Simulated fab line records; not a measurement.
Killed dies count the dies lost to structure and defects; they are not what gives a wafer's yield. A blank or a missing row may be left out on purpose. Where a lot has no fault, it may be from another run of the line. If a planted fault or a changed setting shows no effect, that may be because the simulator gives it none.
fab line records	flow n5_finfet
record: lots: 4	wafers: 12	last_day: 16
route steps=1938 shown GATE_CUT@498 BEOL_M4@1111 PASSIVATION@1936
lots untouched by any fault: they come from a run of this same line in which no faults occurred
start_h: hours from the record's opening day to when the first of the lot's shown wafers began	wait_h: hours since the lot's step before	" same as the row above	L1.1+2: a row that stands for several wafers	- no value, or no start given	* or withheld: withheld	< > ~ a bound
route shown NAME@n: NAME is a module with steps in the file, n the number in the route of the first one	usual: average and standard deviation across the fault-free wafers	same: alike in all rows	chamber/n: place in a boat	sites: per-site readings	_std_site: their standard deviation	_edge_site: the outer-site mean with the inner-site mean subtracted	radius_mm: for every site, how far away it sits from the centre of the wafer	mask NAME#n: copy n	behind: tool/chamber where the wafer was last shaped	hold: cause of the lot's hold/its duration in hours/its outcome	device: whichever transistor did not switch (one of n, p or np)	end of line: the route-end tests of the same wafers	where a step has no rows: the recipe by itself	killed: count of dies lost to structure and defects at first sort (not the wafer's yield)	map: a wafer's dies, marking killed ones x, the rest . and places with no die _
set.NAME: the run value of the setting; set.NAME@STEP: its run value at that earlier step	model.NAME: the simulator's own value behind a step, which no gauge read
lots at selected steps of the route; one table per step, one row per wafer
services: when a tool's chamber went out of use (start_h, in hours from the record's first day, below 0 if earlier), for how many hours, and the reason
== steps ==
step: N5_GATE_CUT_STRIP_42
recipe: chemistry: O2	power_w: 400	temp_c: 40	pressure_mtorr: 30	rf_frequency_hz: 6e+07	bias_power_w: 0	overash_fraction: 0.3	o2_flow_sccm: 225
step: N5_GATE_CUT_ETCH_19
recipe: chemistry: CH3F/O2	target: SiNx	mask_material: SiO2	target_depth_a: 537	time_s: 76.7	pressure_mtorr: 30	source_w: 395	bias_w: 73	Ar_flow_sccm: 150	CH3F_flow_sccm: 30	O2_flow_sccm: 20	ion_energy_ev: 120	ends: cleared
step: N5_GATE_CUT_CUT_ETCH_53
recipe: chemistry: SF6/Cl2	target: W	mask_material: SiO2	target_depth_a: 792	pressure_mtorr: 8	icp_w: 900	bias_w: 80	SF6_flow_sccm: 40	Cl2_flow_sccm: 60	ends: cleared
step: N5_GATE_CUT_CUT_ETCH_54
recipe: chemistry: Cl2/BCl3	target: TiN	mask_material: SiO2	target_depth_a: 967	pressure_mtorr: 10	icp_w: 1000	bias_w: 126	Cl2_flow_sccm: 53.25	bcl3_flow_sccm: 21.75	Ar_flow_sccm: 25	ends: cleared
step: N5_GATE_CUT_CUT_ETCH_55
recipe: chemistry: BCl3	target: HfO2	mask_material: SiO2	target_depth_a: 32	ion_energy_ev: 30	pressure_mtorr: 5	icp_w: 450	bias_w: 18	bcl3_flow_sccm: 80
step: N5_GATE_CUT_ETCH_47
recipe: chemistry: Cl2/BCl3	target: SiO2	target_depth_a: 100	pressure_mtorr: 10	icp_w: 1000	bias_w: 126	Cl2_flow_sccm: 53.25	bcl3_flow_sccm: 21.75	Ar_flow_sccm: 25
step: N5_GATE_CUT_VAPOR_ETCH_48
recipe: chemistry: BCl3/Cl2	target: TiN	mode: isotropic
step: N5_GATE_CUT_VAPOR_ETCH_49
recipe: chemistry: BCl3/Cl2	target: TiAlC	mode: isotropic
step: N5_GATE_CUT_VAPOR_ETCH_51
recipe: chemistry: BCl3/Cl2	target: HfO2	mode: isotropic
step: N5_GATE_CUT_STRIP_21
recipe: chemistry: N2/H2	time_s: 30	power_w: 1000	temp_c: 250	pressure_mtorr: withheld	n2_flow_sccm: 1750	h2_flow_sccm: 3250
step: N5_GATE_CUT_STRIP_29
recipe: chemistry: post_etch_residue_remover	time_s: 60	temp_c: 25	remover_ph: withheld	remover_water_wt_pct: withheld	remover_fluoride_wt_pct: withheld
step: N5_GATE_CUT_SRD_52
recipe: dry: ipa_marangoni	time_s: 30	temp_c: 23	rinse_liquid: diw
step: N5_GATE_CUT_ALD_22
recipe: material: SiNx	target_thk_a: 160	temp_c: 400	ald_precursor_family: SiH2I2	ald_co_reactant: N2/H2-plasma	pulse_time_s: 1	ald_cycles: 320	purge_time_s: 2	co_reactant_purge_time_s: 2	pressure_torr: 2
usual: ald_cycles: 320/0	chamber_pressure_Torr: 2.000/0.0042	heater_power_w: 875/79	precursor_pulse_height_rel: 0.998/0.021
lot.wafer	tool	chamber	start_h	wait_h	ald_cycles	chamber_pressure_Torr	heater_power_w	precursor_pulse_height_rel
L671.3	ald_sin-04	2	97.85	0.0	-	-	-	-
L671.4	"	3	"	"	-	-	-	-
L671.6	"	0	"	"	-	-	-	-
L672.3	ald_sin-04	1	103.47	0.1	-	-	-	-
L672.4	"	3	"	"	-	-	-	-
L672.6	"	3	"	"	-	-	-	-
L685.1	ald_sin-01	1	180.69	0.0	320	1.998	810	1.024
L685.3	"	0	"	"	320	1.997	840	0.978
L685.5	"	1	"	"	320	1.995	794	1.016
L687.1	ald_sin-04	1	193.58	0.0	320	2.004	893	1.002
L687.2	"	2	"	"	320	2.000	970	0.998
L687.3	"	3	"	"	320	2.000	1010	1.012
step: N5_GATE_CUT_CMP_23
recipe: stop_on: SiO2	t_overpolish_s: 23.4	post_cmp_clean: alkaline_brush	down_force_psi: 2.5	platen_rpm: 51.8	pad_velocity_m_s: 1.0307	target_thk_nm: 16
usual: motor_current_A: 9.6/1	platen_rpm: 51.80/0.037	retaining_ring_pressure_frac: 0.999/0.0051	slurry_flow_ml_min: 150.0/0.43	time_to_endpoint_s: 19.2/2.7
lot.wafer	tool	chamber	start_h	wait_h	motor_current_A	platen_rpm	retaining_ring_pressure_frac	slurry_flow_ml_min	time_to_endpoint_s	model.SiO2_of_GATE_CUT_HM_DEP_46.thk_nm
L671.3	cmp-01	2	99.47	0.9	9.2	51.80	1.001	150.2	123.2	15.2
L671.4	"	3	"	"	9.4	51.78	0.999	149.7	137.8	17.4
L671.6	"	2	"	"	9.1	51.76	1.000	149.6	130.0	14.8
L672.3	cmp-01	1	104.96	0.8	9.8	51.82	0.983	150.2	123.2	15.4
L672.4	"	0	"	"	8.5	51.80	1.002	150.0	126.7	15.4
L672.6	"	2	"	"	9.3	51.82	0.990	150.2	123.6	14.6
L685.1	cmp-02	2	182.18	0.8	10.3	51.81	1.002	149.2	18.4	103
L685.3	"	1	"	"	10.2	51.84	0.990	150.9	18.4	100.8
L685.5	"	2	"	"	10.2	51.75	0.995	149.7	18.7	105.4
L687.3	cmp-04	3	195.07	0.8	11.3	51.88	0.999	150.2	19.6	104.2
L687.1	"	0	"	"	8.2	51.82	1.001	149.6	15.6	103.8
L687.2	"	2	"	"	7.8	51.76	1.005	150.1	18.9	103.2
step: N5_GATE_CUT_THK_MEAS_24
recipe: reads: SiO2_of_GATE_CUT_HM_DEP_46+SiO2_flowable_of_ILD0_FCVD_FILL_01
usual: GC_FILL_THK: 219.6/2.1
lot.wafer	tool	chamber	start_h	wait_h	GC_FILL_THK[nm]
L671.3	film_metro-01	-	99.77	-	130.7
L671.4	"	-	"	"	134.9
L671.6	"	-	"	"	130.9
L672.3	film_metro-02	-	105.26	-	132.7
L672.4	"	-	"	"	132.5
L672.6	"	-	"	"	130.9
L685.1	film_metro-02	-	182.47	-	219.9
L685.3	"	-	"	"	214.8
L685.5	"	-	"	"	221.1
L687.1	film_metro-02	-	195.36	-	218.8
L687.2	"	-	"	"	219.6
L687.3	"	-	"	"	218.8
step: N5_GATE_CUT_CMP_43
recipe: material: SiO2	post_cmp_clean: rinse_only
step: N5_GATE_CUT_CMP_61
recipe: stop_on: SiNx	t_overpolish_s: 3	post_cmp_clean: alkaline_brush	down_force_psi: 4	platen_rpm: 27.09	pad_velocity_m_s: 0.539
usual: motor_current_A: 12.7/1.3	platen_rpm: 27.090/0.023	retaining_ring_pressure_frac: 1.001/0.0049	slurry_flow_ml_min: 150.0/0.47
lot.wafer	tool	chamber	start_h	wait_h	motor_current_A	platen_rpm	retaining_ring_pressure_frac	slurry_flow_ml_min	model.SiO2_of_GATE_CUT_HM_DEP_46.thk_nm
L671.3	cmp-02	1	100.30	0.4	13.7	27.123	1.004	150.2	3.2
L671.4	"	3	"	"	13.1	27.093	1.000	149.5	3.4
L671.6	"	1	"	"	13.7	27.132	1.001	150.3	3
L672.4	cmp-02	2	105.83	0.3	13.4	27.095	0.998	149.8	2.8
L672.3	"	3	"	"	13.1	27.070	0.993	150.0	1.8
L672.6	"	0	"	"	12.0	27.070	1.003	150.8	3.8
L685.3	cmp-02	0	183.01	0.3	11.4	27.090	1.000	150.5	0
L685.1	"	2	"	"	13.8	27.065	0.997	150.0	0
L685.5	"	3	"	"	13.2	27.098	0.997	149.6	0
L687.2	cmp-04	2	195.87	0.4	10.9	27.095	1.005	149.5	0
L687.1	"	3	"	"	16.6	27.111	1.002	149.5	0
L687.3	"	0	"	"	11.4	27.119	1.003	151.0	0
step: N5_BEOL_M4_RC_MEAS_101
usual: DIBL_N: 36.3/1.8	DIBL_P: 36.5/2.1	IOFF_N: 0.16/0.031	IOFF_P: 0.22/0.038	ION_N: 677/12	ION_P: 466/7.8	SS_N: 71.5/0.61	SS_P: 73.2/0.7	VT_N: 249/3	VT_P: -248.9/3
lot.wafer	tool	chamber	start_h	wait_h	DIBL_N[mV/V]	DIBL_P[mV/V]	IOFF_N[nA/um]	IOFF_P[nA/um]	ION_N[uA/um]	ION_P[uA/um]	SS_N[mV/dec]	SS_P[mV/dec]	VT_N[mV]	VT_P[mV]
L685.1	prober-01	0	267.18	0.0	37.1	36.5	0.16	0.24	671	467	70.6	73.2	250	-246.0
L685.3	"	0	"	"	37.5	36.2	0.16	0.23	686	464	71.1	73.2	247	-248.2
L685.5	"	0	"	"	35.2	33.4	0.12	0.18	653	451	70.8	71.9	255	-251.4
L687.1	prober-02	0	281.12	0.0	34.7	34.4	0.14	0.19	663	455	70.9	72.5	252	-250.7
L687.2	"	0	"	"	34.6	35.3	0.15	0.20	673	465	71.3	72.4	249	-251.3
L687.3	"	0	"	"	35.9	36.2	0.16	0.21	670	459	71.9	72.8	251	-249.7
step: N5_PASSIVATION_PROBE_49
usual: defect_limited_yield: 91.2/1.5	killed_at_M0_to_M3: 33/9.6	killed_at_M4_up: 14/5.6	killed_at_contacts: 14/5.5	killed_at_front_end: 40/13	killed_at_other: 4/3	killed_dies: 104/17	killed_on_rim: 14/4.3	killed_open: 68/13	killed_short: 33/7.2	sort_bin_5_function: 5.2/0.95	sort_bin_6_memory: 3.3/0.62	sort_n_pass: 1076/17	sort_yield_pct: 91.2/1.5
same: gross_dies: 1180	killed_at_back_side: 0	sort_bin_4_leakage[%]: 0	sort_bin_8_speed[%]: 0
lot.wafer	tool	chamber	start_h	wait_h	defect_limited_yield[%]	killed_at_M0_to_M3	killed_at_M4_up	killed_at_contacts	killed_at_front_end	killed_at_other	killed_dies	killed_on_rim	killed_open	killed_short	sort_bin_5_function[%]	sort_bin_6_memory[%]	sort_n_pass	sort_yield_pct[%]
L671.3	prober-02	-	312.54	0.1	0	19	27	22	1111	1	1180	152	62	28	96.7	3.1	0	0
L671.4	prober-02	-	312.59	0.2	0	37	8	15	1118	2	1180	152	57	37	96.7	3.0	0	0
L671.6	prober-02	-	312.69	0.3	0	36	24	12	1107	1	1180	152	71	31	96.3	3.6	0	0
L672.3	prober-02	-	315.73	0.1	0	32	6	8	1130	4	1180	152	69	22	96.4	3.4	0	0
L672.4	prober-02	-	315.78	0.2	0	47	12	16	1101	4	1180	152	67	38	96.4	3.6	0	0
L672.6	prober-02	-	315.88	0.3	0	38	10	15	1113	4	1180	152	65	50	95.3	3.9	0	0
killed by level:class
L671.3 GATE_CUT:area_ald=1088 MOL_CONTACT_COAG:geometric_particle:open=18 BEOL_M4:geometric_particle:open=14 FIN_SAQP:geometric_particle:open=5 FIN_SAQP:geometric_particle:short=5 STI_FIN_REVEAL:geometric_particle:open=4 MOL_CONTACT_COAG:geometric_particle:short=4 BEOL_M4:geometric_particle:short=4
L671.4 GATE_CUT:area_ald=1085 FIN_SAQP:geometric_particle:open=10 MOL_CONTACT_COAG:geometric_particle:open=8 STI_FIN_REVEAL:geometric_particle:open=7 BEOL_M3:geometric_particle:open=7 MOL_CONTACT_COAG:geometric_particle:short=6 BEOL_M0_SAQP:geometric_particle:short=5 BEOL_M1:geometric_particle:open=5
L671.6 GATE_CUT:area_ald=1076 BEOL_M4:geometric_particle:open=15 MOL_CONTACT_COAG:geometric_particle:open=9 GATE_CUT:geometric_particle:short=7 BEOL_M0:geometric_particle:open=7 BEOL_M2:geometric_particle:open=7 FIN_SAQP:geometric_particle:open=5 FIN_SAQP:geometric_particle:short=5
L672.3 GATE_CUT:area_ald=1089 FIN_SAQP:geometric_particle:open=11 DUMMY_GATE:geometric_particle:open=11 BEOL_M2:geometric_particle:open=9 MOL_CONTACT_COAG:geometric_particle:open=8 BEOL_M0_SAQP:geometric_particle:open=6 BEOL_M0_SAQP:geometric_particle:short=6 FIN_SAQP:geometric_particle:short=5
L672.4 GATE_CUT:area_ald=1075 MOL_CONTACT_COAG:geometric_particle:open=11 BEOL_M3:geometric_particle:open=11 FIN_SAQP:geometric_particle:short=8 BEOL_M0_SAQP:geometric_particle:open=8 BEOL_M0_SAQP:geometric_particle:short=7 BEOL_M0:geometric_particle:open=7 BEOL_M2:geometric_particle:open=6
L672.6 GATE_CUT:area_ald=1065 FIN_SAQP:geometric_particle:short=13 FIN_SAQP:geometric_particle:open=11 MOL_CONTACT_COAG:geometric_particle:open=11 BEOL_M0_SAQP:geometric_particle:short=8 STARTING-WAFER:geometric_particle:short=7 BEOL_M2:geometric_particle:open=6 BEOL_M2:geometric_particle:short=5
map L671.3 (x killed, . not)
_________________xxxxxxxxxxxx________________
______________xxxxxxxxxxxxxxxxxx_____________
___________xxxxxxxxxxxxxxxxxxxxxxxx__________
__________xxxxxxxxxxxxxxxxxxxxxxxxxx_________
________xxxxxxxxxxxxxxxxxxxxxxxxxxxxxx_______
_______xxxxxxxxxxxxxxxxxxxxxxxxxxxxxxxx______
______xxxxxxxxxxxxxxxxxxxxxxxxxxxxxxxxxx_____
_____xxxxxxxxxxxxxxxxxxxxxxxxxxxxxxxxxxxx____
____xxxxxxxxxxxxxxxxxxxxxxxxxxxxxxxxxxxxxx___
___xxxxxxxxxxxxxxxxxxxxxxxxxxxxxxxxxxxxxxxx__
___xxxxxxxxxxxxxxxxxxxxxxxxxxxxxxxxxxxxxxxx__
__xxxxxxxxxxxxxxxxxxxxxxxxxxxxxxxxxxxxxxxxxx_
__xxxxxxxxxxxxxxxxxxxxxxxxxxxxxxxxxxxxxxxxxx_
_xxxxxxxxxxxxxxxxxxxxxxxxxxxxxxxxxxxxxxxxxxxx
_xxxxxxxxxxxxxxxxxxxxxxxxxxxxxxxxxxxxxxxxxxxx
_xxxxxxxxxxxxxxxxxxxxxxxxxxxxxxxxxxxxxxxxxxxx
_xxxxxxxxxxxxxxxxxxxxxxxxxxxxxxxxxxxxxxxxxxxx
_xxxxxxxxxxxxxxxxxxxxxxxxxxxxxxxxxxxxxxxxxxxx
_xxxxxxxxxxxxxxxxxxxxxxxxxxxxxxxxxxxxxxxxxxxx
_xxxxxxxxxxxxxxxxxxxxxxxxxxxxxxxxxxxxxxxxxxxx
_xxxxxxxxxxxxxxxxxxxxxxxxxxxxxxxxxxxxxxxxxxxx
__xxxxxxxxxxxxxxxxxxxxxxxxxxxxxxxxxxxxxxxxxx_
__xxxxxxxxxxxxxxxxxxxxxxxxxxxxxxxxxxxxxxxxxx_
___xxxxxxxxxxxxxxxxxxxxxxxxxxxxxxxxxxxxxxxx__
___xxxxxxxxxxxxxxxxxxxxxxxxxxxxxxxxxxxxxxxx__
____xxxxxxxxxxxxxxxxxxxxxxxxxxxxxxxxxxxxxx___
_____xxxxxxxxxxxxxxxxxxxxxxxxxxxxxxxxxxxx____
______xxxxxxxxxxxxxxxxxxxxxxxxxxxxxxxxxx_____
_______xxxxxxxxxxxxxxxxxxxxxxxxxxxxxxxx______
________xxxxxxxxxxxxxxxxxxxxxxxxxxxxxx_______
__________xxxxxxxxxxxxxxxxxxxxxxxxxx_________
___________xxxxxxxxxxxxxxxxxxxxxxxx__________
______________xxxxxxxxxxxxxxxxxx_____________
_________________xxxxxxxxxxxx________________
map L672.3 (x killed, . not)
_________________xxxxxxxxxxxx________________
______________xxxxxxxxxxxxxxxxxx_____________
___________xxxxxxxxxxxxxxxxxxxxxxxx__________
__________xxxxxxxxxxxxxxxxxxxxxxxxxx_________
________xxxxxxxxxxxxxxxxxxxxxxxxxxxxxx_______
_______xxxxxxxxxxxxxxxxxxxxxxxxxxxxxxxx______
______xxxxxxxxxxxxxxxxxxxxxxxxxxxxxxxxxx_____
_____xxxxxxxxxxxxxxxxxxxxxxxxxxxxxxxxxxxx____
____xxxxxxxxxxxxxxxxxxxxxxxxxxxxxxxxxxxxxx___
___xxxxxxxxxxxxxxxxxxxxxxxxxxxxxxxxxxxxxxxx__
___xxxxxxxxxxxxxxxxxxxxxxxxxxxxxxxxxxxxxxxx__
__xxxxxxxxxxxxxxxxxxxxxxxxxxxxxxxxxxxxxxxxxx_
__xxxxxxxxxxxxxxxxxxxxxxxxxxxxxxxxxxxxxxxxxx_
_xxxxxxxxxxxxxxxxxxxxxxxxxxxxxxxxxxxxxxxxxxxx
_xxxxxxxxxxxxxxxxxxxxxxxxxxxxxxxxxxxxxxxxxxxx
_xxxxxxxxxxxxxxxxxxxxxxxxxxxxxxxxxxxxxxxxxxxx
_xxxxxxxxxxxxxxxxxxxxxxxxxxxxxxxxxxxxxxxxxxxx
_xxxxxxxxxxxxxxxxxxxxxxxxxxxxxxxxxxxxxxxxxxxx
_xxxxxxxxxxxxxxxxxxxxxxxxxxxxxxxxxxxxxxxxxxxx
_xxxxxxxxxxxxxxxxxxxxxxxxxxxxxxxxxxxxxxxxxxxx
_xxxxxxxxxxxxxxxxxxxxxxxxxxxxxxxxxxxxxxxxxxxx
__xxxxxxxxxxxxxxxxxxxxxxxxxxxxxxxxxxxxxxxxxx_
__xxxxxxxxxxxxxxxxxxxxxxxxxxxxxxxxxxxxxxxxxx_
___xxxxxxxxxxxxxxxxxxxxxxxxxxxxxxxxxxxxxxxx__
___xxxxxxxxxxxxxxxxxxxxxxxxxxxxxxxxxxxxxxxx__
____xxxxxxxxxxxxxxxxxxxxxxxxxxxxxxxxxxxxxx___
_____xxxxxxxxxxxxxxxxxxxxxxxxxxxxxxxxxxxx____
______xxxxxxxxxxxxxxxxxxxxxxxxxxxxxxxxxx_____
_______xxxxxxxxxxxxxxxxxxxxxxxxxxxxxxxx______
________xxxxxxxxxxxxxxxxxxxxxxxxxxxxxx_______
__________xxxxxxxxxxxxxxxxxxxxxxxxxx_________
___________xxxxxxxxxxxxxxxxxxxxxxxx__________
______________xxxxxxxxxxxxxxxxxx_____________
_________________xxxxxxxxxxxx________________
== services ==
tool	chamber	start_h	hours	kind
cmp-01	-	75.45	0.9	repair
cmp-01	-	84.11	1.6	repair
cmp-04	-	86.56	0.5	repair
cmp-01	-	89.03	4.0	pm
cmp-04	-	92.34	4.0	pm
cmp-01	-	93.03	-	consumable_replace:conditioner
cmp-01	-	93.03	-	consumable_replace:pad
cmp-04	-	96.34	-	consumable_replace:conditioner
cmp-04	-	96.34	-	consumable_replace:pad
cmp-02	-	104.74	0.3	repair
cmp-04	-	159.07	7.2	repair
cmp-01	-	168.40	1.6	repair
cmp-04	-	175.55	10.8	pm
cmp-02	-	183.85	5.1	pm
cmp-04	-	194.07	0.7	repair
== key ==
first_sign: step: N5_GATE_CUT_ALD_22	reading: tool_record	direction: missing
effect: step: N5_GATE_CUT_CMP_23	reading: time_to_endpoint_s	direction: up	sigmas: 40	usual: *	struck: *
effect: step: N5_GATE_CUT_THK_MEAS_24	reading: GC_FILL_THK	direction: down	sigmas: 42	usual: 219.6	struck: 132.1
effect: step: N5_PASSIVATION_PROBE_49	reading: sort_bin_5_function	direction: up	sigmas: 96	usual: 5.2	struck: 96.3
model_effect: step: N5_GATE_CUT_CMP_23	value: SiO2_of_GATE_CUT_HM_DEP_46.thk_nm	without: 103	struck: 15.47
model_effect: step: N5_GATE_CUT_CMP_61	value: SiO2_of_GATE_CUT_HM_DEP_46.thk_nm	without: 0	struck: 3
more_kills_born_at: N5_GATE_CUT_ALD_22@ald_sin-04: 6477
met_at N5_GATE_CUT_ALD_22
struck_wafers L671.3,L671.4,L671.6,L672.3,L672.4,L672.6
later_rows_left_out L671.3,L671.4,L671.6,L672.3,L672.4,L672.6
fault: kind: skipped_step_whole	tool: ald_sin-04	chamber: -	onset_h: 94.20	steps: N5_GATE_CUT_ALD_22	scope: struck_lots_only
later_rows_left_out: the simulator's readings of these wafers behind a module that went badly wrong aren't trusted and aren't shown, but for the sort
